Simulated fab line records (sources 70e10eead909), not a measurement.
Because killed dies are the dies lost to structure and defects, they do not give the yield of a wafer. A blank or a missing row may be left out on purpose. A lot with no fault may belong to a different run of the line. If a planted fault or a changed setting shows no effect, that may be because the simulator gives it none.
Which of the tools did it? -- flow nand_harc -- 33 wafers from 11 lots sampled at 2 of the route's 1159 steps

## WHAT THE GAUGES SHOWED, per wafer
NHARC_P_ZERO_WELL_CD_MEAS_37: target cd 720 nm.
lot,measured,on,cd_nm (nm)
L785,day 2 10:10,cd_sem-03,734.6 733.0 736.4 734.8 732.7 736.5
L787,day 2 22:10,cd_sem-03,723.9 720.6 722.2
L795,day 4 22:09,cd_sem-01,718.5 720.1 718.4
L796,day 5 04:08,cd_sem-02,719.3 720.9 717.2
L797,day 5 10:08,cd_sem-01,717.6 719.4 720.6
L799,day 5 22:17,cd_sem-02,721.0 722.8 721.0
L801,day 6 10:05,cd_sem-01,720.8 723.2 722.8
L802,day 6 16:14,cd_sem-03,721.2 719.4 720.0
L803,day 6 22:17,cd_sem-02,721.8 721.9 720.8
L804,day 7 04:16,cd_sem-02,718.3 721.5 718.3
L805,day 7 10:07,cd_sem-02,722.1 718.4 720.7

## WHICH TOOL RAN EACH LOT (tool, then ch and the chambers of the sampled wafers, then the start)
lot,NHARC_P_ZERO_WELL_EXPOSE_34
L785,"krf_scanner-01 ch 0, day 2 10:01"
L787,"krf_scanner-01 ch 0, day 2 22:01"
L795,"krf_scanner-01 ch 0, day 4 21:59"
L796,"krf_scanner-01 ch 0, day 5 03:58"
L797,"krf_scanner-04 ch 0, day 5 09:59"
L799,"krf_scanner-04 ch 0, day 5 22:08"
L801,"krf_scanner-01 ch 0, day 6 09:56"
L802,"krf_scanner-02 ch 0, day 6 16:05"
L803,"krf_scanner-02 ch 0, day 6 22:08"
L804,"krf_scanner-01 ch 0, day 7 04:07"
L805,"krf_scanner-01 ch 0, day 7 09:57"
- NHARC_P_ZERO_WELL_EXPOSE_34: exposes mask P PWELL, target cd 720 nm.

## THE ANSWER, worked out from the rows above alone
Rule: what is usual is taken from the lots themselves. Put in order of their means at a reading, lots are off if they are a third of the lots or fewer, leave a main group of 4 or more, and stand apart from it by a gap of 3 or more times the standard deviation of the main group's means; of several such gaps the widest counts. If all means in a main group match to the digits the tables above print for the reading, that group is not used. Also off: a lot with no number at a reading for which 4 or more lots have one. Where the step has rows for the other lots, those lots are counted as sound.
Off, at NHARC_P_ZERO_WELL_CD_MEAS_37 on cd_nm: L785. Main group: mean 720.5 nm, sd 1.2.
A tool fits if, at a process step before that reading, it ran every lot that is off, and no sound lot after the first of them. The gauges at NHARC_P_ZERO_WELL_CD_MEAS_37 are tried like those tools. Not one of the candidates tried fits.

## WHAT THE SIMULATOR HAD INSERTED
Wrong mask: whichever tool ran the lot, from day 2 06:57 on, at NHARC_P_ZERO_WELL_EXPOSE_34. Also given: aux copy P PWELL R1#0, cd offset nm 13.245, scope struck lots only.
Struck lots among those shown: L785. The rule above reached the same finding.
